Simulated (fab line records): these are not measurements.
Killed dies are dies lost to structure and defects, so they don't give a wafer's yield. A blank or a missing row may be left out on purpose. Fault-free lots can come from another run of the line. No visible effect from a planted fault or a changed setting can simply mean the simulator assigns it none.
fab line records | flow nandHarc
record lots=15 | wafers=45 | lastDay=24
route steps=1159 shown P_GATE@146
lots that met no fault: from a run of the same line without faults
startH: the number of hours between the record's first day and the start of the first shown wafer of the lot | waitH: time in hours since the lot's previous step | " as in the row above | L1.1+2: a row that stands for several wafers | - no value, or no start given | * or withheld: withheld | < > ~ a bound
route shown NAME@n: a module of which the file shows steps, and the number in the route of the first | usual: mean/standard deviation of fault-free wafers | same: alike in all rows | chamber/n: place in a boat | sites: each site's reading | _std_site: standard deviation of those values | _edge_site: the outer-site mean with the inner-site mean subtracted | radiusMm: for every site, how far away it sits from the centre of the wafer | mask NAME#n: copy n | behind: tool/chamber where the wafer was last shaped | hold: cause of the lot's hold/its duration in hours/its outcome | device: the transistor (n, p or np) that didn't switch | end of line: tests of these same wafers at the route's end | for a step that has no rows: nothing shown but its recipe | killed: not the wafer's yield, but the dies lost to structure and defects at the first sort | map: the dies of a wafer, with x for killed, . for not killed, _ for no die there
set.NAME: setting as actually run; set.NAME@STEP: the setting as run at that earlier step | model.NAME: the simulator's own value behind a step, which no gauge read
route steps across a sampled set of lots; one table per step, one row per wafer
services: the hour from which a tool's chamber was out of use, counted from the record's first day as startH (under 0 if before that day), plus the number of hours and why
## steps
# step NHARC_P_GATE_HM_OPEN_105
# recipe targetDepthA=3600 | o2FlowSccm=400 | cosFlowSccm=20 | arFlowSccm=0 | rfW=500 | biasW=300 | chemistry=O2/COS
# usual drypumpMotorCurrentA=5.7/0.37 | oesProductAu=1.000/0.0079 | rfVppV=466/3.1 | showerheadPlenumPTorr=3.07/0.14 | throttleValvePct=28.330/0.0088
lot.wafer | tool       | chamber | startH | waitH | drypumpMotorCurrentA | oesProductAu | rfHoursCounterH | rfVppV | showerheadPlenumPTorr | throttleValvePct
L866.4    | rieDiel-07 | 2       | -      | -     | 5.5                  | 0.988        | 8               | 462    | 2.91                  | 28.323
L866.1    | "          | 1       | "      | "     | 5.7                  | 1.007        | 8               | 471    | 3.21                  | 28.331
L866.6    | "          | 3       | "      | "     | 6.1                  | 0.992        | -               | 462    | 2.93                  | 28.328
L867.2    | rieDiel-07 | 1       | -      | -     | 5.7                  | 0.994        | 8               | 469    | 3.21                  | 28.324
L867.4    | "          | 3       | "      | "     | 6.1                  | 0.990        | 6               | 463    | 2.93                  | 28.333
L867.6    | "          | 2       | "      | "     | 5.5                  | 0.998        | -               | 462    | 2.91                  | 28.325
L868.1    | rieDiel-07 | 1       | -      | -     | 5.7                  | 0.987        | 11              | 470    | 3.21                  | 28.313
L868.3    | "          | 3       | "      | "     | 6.1                  | 0.999        | 8               | 462    | 2.93                  | 28.333
L868.5    | "          | 1       | "      | "     | 5.7                  | 0.983        | -               | 469    | 3.21                  | 28.340
L870.4    | rieDiel-13 | 0       | -      | -     | 5.5                  | 1.003        | 6               | 469    | 3.14                  | 28.310
L870.3    | "          | 1       | "      | "     | 6.3                  | 1.007        | 6               | 466    | 3.00                  | 28.339
L870.5    | "          | 2       | "      | "     | 5.6                  | 1.008        | -               | 462    | 2.91                  | 28.348
L869.2    | rieDiel-13 | 1       | -      | -     | 6.3                  | 0.999        | 6               | 464    | 3.00                  | 28.331
L869.5    | "          | 0       | "      | "     | 5.4                  | 0.992        | -               | 469    | 3.14                  | 28.328
L869.6    | "          | 1       | "      | "     | 6.3                  | 1.004        | -               | 464    | 3.00                  | 28.337
L872.1    | rieDiel-13 | 0       | -      | -     | 5.5                  | 0.991        | 9               | 469    | 3.14                  | 28.333
L872.5    | "          | 3       | "      | "     | 5.4                  | 0.996        | -               | 466    | 3.09                  | 28.330
L872.6    | "          | 0       | "      | "     | 5.4                  | 0.989        | -               | 467    | 3.14                  | 28.324
L874.1    | rieDiel-01 | 1       | -      | -     | 5.8                  | 1.009        | 1               | 466    | 3.01                  | 28.321
L874.4    | "          | 2       | "      | "     | 6.3                  | 1.009        | 0               | 469    | 3.24                  | 28.327
L874.3    | "          | 3       | "      | "     | 5.5                  | 0.998        | 1               | 469    | 3.17                  | 28.317
L878.3    | rieDiel-07 | 3       | -      | -     | 6.1                  | 0.999        | 19              | 463    | 2.92                  | 28.314
L878.5    | "          | 3       | "      | "     | 6.1                  | 0.990        | -               | 463    | 2.92                  | 28.323
L878.6    | "          | 0       | "      | "     | 5.0                  | 1.003        | -               | 473    | 3.32                  | 28.330
L875.4    | rieDiel-01 | 2       | -      | -     | 6.3                  | 0.997        | 12              | 468    | 3.23                  | 28.316
L875.5    | "          | 0       | "      | "     | 5.4                  | 1.003        | -               | 464    | 2.99                  | 28.326
L875.6    | "          | 1       | "      | "     | 5.8                  | 1.001        | -               | 466    | 3.01                  | 28.332
L880.4    | rieDiel-01 | 3       | -      | -     | 5.6                  | 0.994        | 18              | 468    | 3.16                  | 28.331
L880.5    | "          | 1       | "      | "     | 5.8                  | 1.003        | -               | 465    | 3.01                  | 28.316
L880.6    | "          | 2       | "      | "     | 6.3                  | 1.020        | -               | 470    | 3.23                  | 28.330
L883.2    | rieDiel-13 | 3       | -      | -     | 5.4                  | 0.988        | 37              | 467    | 3.08                  | 28.323
L883.1    | "          | 2       | "      | "     | 5.7                  | 1.006        | 33              | 462    | 2.90                  | 28.344
L883.6    | "          | 3       | "      | "     | 5.4                  | 0.994        | -               | 467    | 3.08                  | 28.346
L884.4    | rieDiel-07 | 1       | -      | -     | 5.7                  | 0.998        | 22              | 467    | 3.20                  | 28.341
L884.3    | "          | 0       | "      | "     | 5.0                  | 1.003        | 28              | 470    | 3.31                  | 28.337
L884.6    | "          | 2       | "      | "     | 5.5                  | 1.008        | -               | 462    | 2.90                  | 28.317
L885.1    | rieDiel-07 | 2       | -      | -     | 5.5                  | 1.009        | 29              | 463    | 2.90                  | 28.333
L885.2    | "          | 3       | "      | "     | 6.1                  | 1.002        | 27              | 464    | 2.92                  | 28.318
L885.4    | "          | 1       | "      | "     | 5.7                  | 0.996        | 23              | 468    | 3.20                  | 28.326
L886.2    | rieDiel-13 | 0       | -      | -     | 5.4                  | 0.992        | 49              | 468    | 3.12                  | 28.325
L886.4    | "          | 2       | "      | "     | 5.7                  | 1.002        | 44              | 461    | 2.90                  | 28.326
L886.3    | "          | 3       | "      | "     | 5.4                  | 0.995        | 50              | 467    | 3.07                  | 28.328
L887.1    | rieDiel-13 | 2       | -      | -     | 5.7                  | 1.004        | 47              | 463    | 2.89                  | 28.337
L887.4    | "          | 3       | "      | "     | 5.4                  | 0.993        | 53              | 467    | 3.07                  | 28.327
L887.5    | "          | 2       | "      | "     | 5.7                  | 1.001        | -               | 460    | 2.89                  | 28.330
# step NHARC_P_GATE_ETCH_114
# recipe targetDepthA=300 | overetchA=30 | timeS=16.5 | ionEnergyEv=100 | cf4FlowSccm=80 | o2FlowSccm=20 | arFlowSccm=0 | rfW=300 | biasW=100 | chemistry=CF4/O2
# usual drypumpMotorCurrentA=5.7/0.37 | oesProductAu=1.001/0.008 | rfVppV=197.3/1.6 | showerheadPlenumPTorr=1.31/0.062 | throttleValvePct=13.398/0.0083
# same timeS=16.5
lot.wafer | tool       | chamber | startH | waitH | drypumpMotorCurrentA | oesProductAu | rfHoursCounterH | rfVppV | showerheadPlenumPTorr | throttleValvePct
L866.1    | rieDiel-07 | 2       | -      | -     | 5.5                  | 1.006        | 8               | 196.9  | 1.24                  | 13.388
L866.4    | "          | 1       | "      | "     | 5.7                  | 0.989        | 8               | 199.3  | 1.37                  | 13.395
L866.6    | "          | 2       | "      | "     | 5.5                  | 0.990        | -               | 194.9  | 1.24                  | 13.405
L867.4    | rieDiel-07 | 2       | -      | -     | 5.5                  | 1.003        | 8               | 197.7  | 1.24                  | 13.411
L867.2    | "          | 3       | "      | "     | 6.1                  | 0.999        | 6               | 196.8  | 1.25                  | 13.398
L867.6    | "          | 0       | "      | "     | 5.0                  | 0.994        | -               | 199.4  | 1.42                  | 13.398
L868.3    | rieDiel-07 | 2       | -      | -     | 5.5                  | 1.005        | 10              | 196.1  | 1.24                  | 13.393
L868.1    | "          | 3       | "      | "     | 6.1                  | 1.003        | 8               | 194.6  | 1.25                  | 13.391
L868.5    | "          | 1       | "      | "     | 5.7                  | 1.005        | -               | 198.1  | 1.37                  | 13.402
L870.3    | rieDiel-13 | 0       | -      | -     | 5.4                  | 1.011        | 6               | 199.4  | 1.34                  | 13.395
L870.4    | "          | 1       | "      | "     | 6.3                  | 1.028        | 6               | 196.1  | 1.28                  | 13.402
L870.5    | "          | 3       | "      | "     | 5.4                  | 1.003        | -               | 197.2  | 1.32                  | 13.390
L869.2    | rieDiel-13 | 3       | -      | -     | 5.4                  | 0.999        | 6               | 197.9  | 1.32                  | 13.396
L869.5    | "          | 0       | "      | "     | 5.5                  | 1.004        | -               | 198.8  | 1.34                  | 13.388
L869.6    | "          | 1       | "      | "     | 6.3                  | 1.016        | -               | 196.3  | 1.28                  | 13.396
L872.1    | rieDiel-13 | 2       | -      | -     | 5.7                  | 1.002        | 8               | 195.6  | 1.24                  | 13.398
L872.5    | "          | 1       | "      | "     | 6.3                  | 1.009        | -               | 195.6  | 1.28                  | 13.402
L872.6    | "          | 2       | "      | "     | 5.7                  | 1.008        | -               | 196.3  | 1.24                  | 13.408
L874.3    | rieDiel-01 | 0       | -      | -     | 5.4                  | 0.998        | 1               | 196.1  | 1.28                  | 13.396
L874.4    | "          | 1       | "      | "     | 5.8                  | 0.997        | 1               | 197.0  | 1.29                  | 13.385
L874.1    | "          | 3       | "      | "     | 5.5                  | 1.000        | 1               | 199.1  | 1.36                  | 13.402
L878.3    | rieDiel-07 | 2       | -      | -     | 5.5                  | 1.006        | 21              | 194.7  | 1.24                  | 13.402
L878.5    | "          | 1       | "      | "     | 5.7                  | 0.997        | -               | 199.6  | 1.37                  | 13.408
L878.6    | "          | 2       | "      | "     | 5.5                  | 1.006        | -               | 193.8  | 1.24                  | 13.418
L875.4    | rieDiel-01 | 3       | -      | -     | 5.5                  | 1.009        | 13              | 199.2  | 1.35                  | 13.383
L875.6    | "          | 0       | "      | "     | 5.4                  | 1.002        | -               | 197.0  | 1.27                  | 13.389
L875.5    | "          | 1       | "      | "     | 5.8                  | 1.003        | -               | 197.9  | 1.28                  | 13.401
L880.4    | rieDiel-01 | 0       | -      | -     | 5.4                  | 0.998        | 18              | 196.4  | 1.27                  | 13.399
L880.6    | "          | 1       | "      | "     | 5.8                  | 1.009        | -               | 195.0  | 1.28                  | 13.382
L880.5    | "          | 2       | "      | "     | 6.3                  | 1.021        | -               | 199.2  | 1.38                  | 13.397
L883.1    | rieDiel-13 | 1       | -      | -     | 6.3                  | 1.005        | 35              | 197.0  | 1.27                  | 13.391
L883.2    | "          | 2       | "      | "     | 5.6                  | 1.009        | 33              | 196.1  | 1.24                  | 13.389
L883.6    | "          | 1       | "      | "     | 6.3                  | 1.012        | -               | 196.3  | 1.27                  | 13.407
L884.3    | rieDiel-07 | 2       | -      | -     | 5.5                  | 0.997        | 29              | 195.5  | 1.24                  | 13.405
L884.4    | "          | 3       | "      | "     | 6.1                  | 0.989        | 27              | 195.0  | 1.24                  | 13.399
L884.6    | "          | 0       | "      | "     | 5.0                  | 0.999        | -               | 200.7  | 1.42                  | 13.402
L885.4    | rieDiel-07 | 1       | -      | -     | 5.7                  | 0.996        | 23              | 197.9  | 1.37                  | 13.389
L885.2    | "          | 2       | "      | "     | 5.5                  | 1.002        | 29              | 195.3  | 1.24                  | 13.400
L885.1    | "          | 3       | "      | "     | 6.1                  | 0.998        | 27              | 196.4  | 1.24                  | 13.395
L886.3    | rieDiel-13 | 2       | -      | -     | 5.6                  | 0.999        | 45              | 196.3  | 1.24                  | 13.387
L886.4    | "          | 0       | "      | "     | 5.5                  | 0.987        | 50              | 199.8  | 1.33                  | 13.406
L886.2    | "          | 1       | "      | "     | 6.3                  | 1.018        | 46              | 196.9  | 1.27                  | 13.387
L887.1    | rieDiel-13 | 3       | -      | -     | 5.4                  | 0.989        | 53              | 198.8  | 1.31                  | 13.398
L887.4    | "          | 0       | "      | "     | 5.4                  | 0.985        | 52              | 198.2  | 1.33                  | 13.379
L887.5    | "          | 2       | "      | "     | 5.6                  | 1.000        | -               | 195.4  | 1.23                  | 13.402
# step NHARC_P_GATE_ETCH_32
# recipe targetDepthA=1500 | overEtchFrac=1 | overEtchIonEnergyEv=40 | timeS=100.1 | hbrFlowSccm=150 | cl2FlowSccm=50 | rfW=400 | icpW=400 | biasW=100 | chemistry=HBr/Cl2
# usual drypumpMotorCurrentA=5.7/0.36 | oesProductAu=0.999/0.0074 | throttleValvePct=26.405/0.0083
# same timeS=100.1
lot.wafer | tool     | chamber | startH | waitH | drypumpMotorCurrentA | oesProductAu | rfHoursCounterH | throttleValvePct
L866.1    | rieSi-02 | 2       | 100.79 | -     | 5.7                  | 0.991        | 0.5             | 26.398
L866.4    | "        | 3       | "      | "     | 6.1                  | 1.004        | 0.5             | 26.394
L866.6    | "        | 3       | "      | "     | 6.1                  | 0.987        | -               | 26.410
L867.4    | rieSi-01 | 3       | 101.07 | -     | 5.0                  | 0.996        | 1.2             | 26.414
L867.2    | "        | 1       | "      | "     | 5.9                  | 0.997        | 1.2             | 26.401
L867.6    | "        | 2       | "      | "     | 5.5                  | 1.002        | -               | 26.418
L868.1    | rieSi-02 | 2       | 111.98 | -     | 5.8                  | 0.994        | 0.6             | 26.417
L868.3    | "        | 3       | "      | "     | 6.1                  | 0.999        | 0.6             | 26.410
L868.5    | "        | 2       | "      | "     | 5.7                  | 0.984        | -               | 26.407
L870.4    | rieSi-01 | 0       | 122.63 | -     | 6.2                  | 0.996        | 1.3             | 26.404
L870.3    | "        | 1       | "      | "     | 5.9                  | 0.991        | 1.4             | 26.414
L870.5    | "        | 3       | "      | "     | 5.0                  | 0.989        | -               | 26.399
L869.2    | rieSi-06 | 0       | 123.11 | -     | 5.4                  | 1.003        | 1.1             | 26.402
L869.6    | "        | 3       | "      | "     | 5.7                  | 0.998        | -               | 26.392
L869.5    | "        | 0       | "      | "     | 5.4                  | 0.991        | -               | 26.412
L872.1    | rieSi-06 | 0       | 133.44 | -     | 5.4                  | 1.005        | 1.2             | 26.411
L872.5    | "        | 3       | "      | "     | 5.8                  | 1.014        | -               | 26.400
L872.6    | "        | 0       | "      | "     | 5.4                  | 1.001        | -               | 26.403
L874.4    | rieSi-02 | 2       | 149.91 | -     | 5.7                  | 1.004        | 1.0             | 26.403
L874.3    | "        | 0       | "      | "     | 5.2                  | 1.008        | 0.9             | 26.413
L874.1    | "        | 1       | "      | "     | 5.8                  | 1.020        | 0.7             | 26.409
L878.3    | rieSi-06 | 2       | 172.04 | -     | 6.1                  | 1.005        | 1.3             | 26.412
L878.5    | "        | 2       | "      | "     | 6.1                  | 0.999        | -               | 26.388
L878.6    | "        | 3       | "      | "     | 5.8                  | 0.997        | -               | 26.423
L875.4    | rieSi-01 | 0       | 172.35 | -     | 6.1                  | 0.998        | 0.1             | 26.404
L875.5    | "        | 3       | "      | "     | 5.0                  | 1.000        | -               | 26.412
L875.6    | "        | 0       | "      | "     | 6.1                  | 1.003        | -               | 26.389
L880.4    | rieSi-02 | 2       | 189.08 | -     | 5.8                  | 1.003        | 1.3             | 26.406
L880.6    | "        | 1       | "      | "     | 5.8                  | 1.013        | -               | 26.393
L880.5    | "        | 2       | "      | "     | 5.8                  | 0.994        | -               | 26.413
L883.1    | rieSi-06 | 3       | 198.95 | -     | 5.7                  | 1.009        | 0.0             | 26.418
L883.2    | "        | 0       | "      | "     | 5.4                  | 1.010        | 0.1             | 26.413
L883.6    | "        | 2       | "      | "     | 6.1                  | 0.995        | -               | 26.407
L884.3    | rieSi-06 | 0       | 219.28 | -     | 5.4                  | 1.000        | 0.2             | 26.411
L884.4    | "        | 1       | "      | "     | 6.2                  | 0.995        | 0.3             | 26.412
L884.6    | "        | 0       | "      | "     | 5.4                  | 1.009        | -               | 26.400
L885.1    | rieSi-01 | 0       | 219.35 | -     | 6.2                  | 0.985        | 0.6             | 26.406
L885.4    | "        | 2       | "      | "     | 5.6                  | 0.995        | 0.9             | 26.404
L885.2    | "        | 3       | "      | "     | 5.0                  | 0.992        | 0.8             | 26.414
L886.2    | rieSi-06 | 3       | 226.12 | -     | 5.7                  | 0.999        | 0.3             | 26.407
L886.4    | "        | 1       | "      | "     | 6.2                  | 0.997        | 0.3             | 26.397
L886.3    | "        | 2       | "      | "     | 6.2                  | 0.996        | 0.3             | 26.410
L887.1    | rieSi-01 | 0       | 236.15 | -     | 6.2                  | 1.006        | 0.8             | 26.413
L887.4    | "        | 1       | "      | "     | 5.8                  | 0.997        | 1.0             | 26.408
L887.5    | "        | 0       | "      | "     | 6.2                  | 1.002        | -               | 26.392
# step NHARC_P_GATE_DEVELOP_58
# recipe timeS=70
# usual chillPlateTempC=23.00/0.1 | exhaustPa=45.0/1 | timeS=70/0
lot.wafer | tool          | chamber | startH | waitH | chillPlateTempC | exhaustPa | timeS
L866.1    | lithoTrack-03 | 0       | 114    | -     | 23.09           | 45.2      | 70
L866.4    | "             | 0       | "      | "     | 23.04           | 44.7      | 70
L866.6    | "             | 0       | "      | "     | 23.00           | 45.6      | 70
L867.2    | lithoTrack-03 | 0       | 114    | -     | 22.92           | 44.1      | 70
L867.4    | "             | 0       | "      | "     | 23.06           | 45.5      | 70
L867.6    | "             | 0       | "      | "     | 23.02           | 45.3      | 70
L868.1    | lithoTrack-03 | 0       | 125    | -     | 22.99           | 46.3      | 70
L868.3    | "             | 0       | "      | "     | 23.15           | 44.8      | 70
L868.5    | "             | 0       | "      | "     | 23.08           | 45.1      | 70
L870.3    | lithoTrack-02 | 0       | 135    | -     | 23.13           | 45.1      | 70
L870.4    | "             | 0       | "      | "     | 23.26           | 43.3      | 70
L870.5    | "             | 0       | "      | "     | 23.22           | 44.3      | 70
L869.2    | lithoTrack-07 | 0       | 138    | -     | 22.82           | 45.1      | 70
L869.5    | "             | 0       | "      | "     | 23.23           | 45.5      | 70
L869.6    | "             | 0       | "      | "     | 22.99           | 46.5      | 70
L872.1    | lithoTrack-02 | 0       | 146    | -     | 22.94           | 44.1      | 70
L872.5    | "             | 0       | "      | "     | 22.97           | 44.3      | 70
L872.6    | "             | 0       | "      | "     | 23.11           | 44.9      | 70
L874.1    | lithoTrack-02 | -       | 162    | -     | -               | -         | -
L874.3    | "             | -       | "      | "     | -               | -         | -
L874.4    | "             | -       | "      | "     | -               | -         | -
L878.3    | lithoTrack-02 | -       | 184    | -     | -               | -         | -
L878.5    | "             | -       | "      | "     | -               | -         | -
L878.6    | "             | -       | "      | "     | -               | -         | -
L875.4    | lithoTrack-02 | -       | 185    | -     | -               | -         | -
L875.5    | "             | -       | "      | "     | -               | -         | -
L875.6    | "             | -       | "      | "     | -               | -         | -
L880.4    | lithoTrack-02 | 0       | 202    | -     | 23.09           | 44.3      | 70
L880.5    | "             | 0       | "      | "     | 22.96           | 44.8      | 70
L880.6    | "             | 0       | "      | "     | 23.04           | 44.2      | 70
L883.1    | lithoTrack-02 | 0       | 211    | -     | 22.81           | 45.8      | 70
L883.2    | "             | 0       | "      | "     | 23.06           | 45.1      | 70
L883.6    | "             | 0       | "      | "     | 22.90           | 44.0      | 70
L884.3    | lithoTrack-02 | 0       | 234    | -     | 22.99           | 45.6      | 70
L884.4    | "             | 0       | "      | "     | 22.94           | 45.3      | 70
L884.6    | "             | 0       | "      | "     | 22.99           | 44.7      | 70
L885.1    | lithoTrack-07 | 0       | 235    | -     | 23.10           | 44.5      | 70
L885.2    | "             | 0       | "      | "     | 22.90           | 44.6      | 70
L885.4    | "             | 0       | "      | "     | 22.87           | 43.7      | 70
L886.2    | lithoTrack-02 | 0       | 239    | -     | 22.97           | 45.9      | 70
L886.3    | "             | 0       | "      | "     | 22.94           | 46.2      | 70
L886.4    | "             | 0       | "      | "     | 22.86           | 44.9      | 70
L887.1    | lithoTrack-02 | 0       | 249    | -     | 22.97           | 43.5      | 70
L887.4    | "             | 0       | "      | "     | 23.16           | 43.5      | 70
L887.5    | "             | 0       | "      | "     | 23.13           | 43.7      | 70
## services
tool          | chamber | startH | hours | kind
rieDiel-13    | 0       | 78.94  | 12.2  | repair
rieSi-06      | 2       | 83.90  | 8.3   | repair
rieDiel-07    | 3       | 87.03  | 8.7   | repair
rieDiel-07    | -       | 96.43  | 1.0   | repair
rieDiel-13    | -       | 99.03  | 9.0   | pm
rieSi-01      | -       | 127.00 | 9.0   | pm
rieDiel-01    | -       | 137.80 | 9.0   | pm
rieSi-01      | 0       | 142.52 | 15.8  | repair
lithoTrack-02 | -       | 165.00 | 7.0   | pm
rieSi-02      | 2       | 166.22 | 7.8   | repair
rieDiel-07    | 1       | 176.00 | 37.6  | repair
rieSi-06      | -       | 183.00 | 9.0   | pm
rieSi-06      | -       | 192.54 | 0.1   | repair
rieSi-01      | 3       | 198.63 | 5.0   | repair
rieSi-02      | 1       | 210.89 | 4.6   | repair
rieSi-02      | -       | 211.00 | 9.0   | pm
lithoTrack-03 | -       | 213.00 | 7.0   | pm
rieDiel-07    | 3       | 220.56 | 8.0   | repair
rieSi-06      | 3       | 226.62 | 2.8   | repair
rieDiel-07    | -       | 228.20 | 9.0   | pm
rieDiel-13    | -       | 230.64 | 1.0   | repair
rieDiel-01    | 3       | 237.65 | 6.5   | repair
rieSi-06      | -       | 247.70 | 1.1   | repair
rieDiel-13    | 3       | 247.91 | 3.9   | repair
## key
firstSign step=NHARC_P_GATE_DEVELOP_58 | reading=toolRecord | direction=missing
effect none on later readings
metAt NHARC_P_GATE_DEVELOP_58
struckLots L874,L875,L878
laterRowsLeftOut L874.1,L874.3,L874.4,L875.4,L875.5,L875.6,L878.3,L878.5,L878.6
sortLeftOut L874.1,L874.3,L874.4,L875.4,L875.5,L875.6,L878.3,L878.5,L878.6
testerLeftOut L874,L875,L878
notActingAt NHARC_P_GATE_HM_OPEN_105,NHARC_P_GATE_ETCH_114,NHARC_P_GATE_ETCH_32
fault kind=skippedStepWhole | tool=lithoTrack-02 | chamber=- | onsetH=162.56 | steps=NHARC_P_GATE_DEVELOP_58 | scope=struckLotsOnly
# testerLeftOut: of these lots the tester's yield and bins aren't shown, on N5 and GAA mostly nor the transistor test; their killed dies are dies lost to structure and defects alone, not to doping, threshold or leakage, so they don't give the yield
# sortLeftOut: the simulated sort isn't trusted on such a fault, so these wafers' sort isn't shown, and their yield isn't known
# laterRowsLeftOut: the simulator's readings of these wafers behind a module that went badly wrong aren't trusted and aren't shown, but for the sort
